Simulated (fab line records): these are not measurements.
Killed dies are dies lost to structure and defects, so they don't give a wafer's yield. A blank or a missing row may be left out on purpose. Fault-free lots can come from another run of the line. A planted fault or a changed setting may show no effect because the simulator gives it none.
Problem report, 8D (eight disciplines) form, completed by code | flow n5Finfet | the parts of the form that need people (team, actions taken, sign-off) are left out

## 1. PROBLEM STATEMENT
At N5_BEOL_M0_SAQP_COAT_82, runLengthS averages 81.50 s over 2 wafers from 2 lots, while fault-free wafers read 66.08 s, standard deviation 0.15. So: +99 or more standard deviations from the usual mean.
The step: time 60 s, resist thk 30 nm.
Seen first at day 7 19:26 on lithoTrack-02, wafer L965.3. At this step, 28 wafers from 10 lots have a number in the record. By rule, "out" or "out of limits" means more than 4 standard deviations away from the usual mean. The other wafers with a number count as sound.

## 2. WHAT IT IS, AND WHAT IT ISN'T
question                    | is               | is not
which readings at this step | runLengthS       | dispensePressureKPa
which lots                  | L965, L966       | L956, L957, L961, L963, L964, L972, L974, L977
which wafers of those lots  | L965.3, L966.5   | L965.4, L965.6, L966.1
read on which tools         | lithoTrack-02    | lithoTrack-03, lithoTrack-04
when                        | from day 7 19:26 | up to then (16 sound wafers); but 10 sound wafers of L966, L972, L974, L977 came after

## 3. WHAT RULES OUT EACH SUSPECT
Counting: a tool at a process step up to the reading stays a suspect if it ran every lot that is out. Sound lots after the first of them don't rule it out here, since some wafers of a struck lot are sound.
- plasmaAsher-01 at N5_MOL_CONTACT_COAG_STRIP_49 (strips in N2/H2, time 30 s): kept. It processed each lot that is out (first: L965, day 7 12:43); up to then, its last sound lot is L964 (day 7 09:28).
- pecvd-04 at N5_BEOL_M0_SAQP_HM_DEP_111 (deposits SiO2 from SiH4/N2O, target thk 12 nm, time 7.2 s): kept. It processed each lot that is out (first: L965, day 7 19:22); up to then, its last sound lot is L964 (day 7 15:32).
- lithoTrack-02 at N5_BEOL_M0_SAQP_COAT_82 (time 60 s, resist thk 30 nm): kept. It processed each lot that is out (first: L965, day 7 19:26); up to then, its last sound lot is L963 (day 7 12:17). Its own runLengthS readings are out on those wafers.
Still standing after the count: plasmaAsher-01 at N5_MOL_CONTACT_COAG_STRIP_49, pecvd-04 at N5_BEOL_M0_SAQP_HM_DEP_111, lithoTrack-02 at N5_BEOL_M0_SAQP_COAT_82.

## 4. THE CAUSE (what the simulator had put in)
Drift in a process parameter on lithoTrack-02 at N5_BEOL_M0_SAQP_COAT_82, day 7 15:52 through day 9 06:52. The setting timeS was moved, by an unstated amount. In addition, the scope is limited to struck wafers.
3 suspects survive the count, and this tool is in that group.

## 5. THE CHAIN OF EFFECTS, in route order
Each row: a reading where the mean over the struck wafers with a number is more than 3 standard deviations away from the usual. Scope: only readings with a usual standard deviation given in the record; hours: median across lots of the time from each lot's start at the first step in this table that gives one to its start at this step; sigmas: change in usual standard deviations.
hours | step                    | reading    | usual   | on struck wafers | change | sigmas
0     | N5_BEOL_M0_SAQP_COAT_82 | runLengthS | 66.08 s | 81.50            | +15.42 | +99 or more
The process steps in it:
- N5_BEOL_M0_SAQP_COAT_82: time 60 s, resist thk 30 nm.
At these later measuring or inspecting steps, every struck wafer for which the step has a row has a number for every such reading, and none has moved that far: N5_BEOL_M4_RC_MEAS_101.

## 6. HOW IT WOULD HAVE BEEN CAUGHT EARLIER
First out-of-limits reading in this record: day 7 19:26, which is 4 hours after fault onset at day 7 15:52.
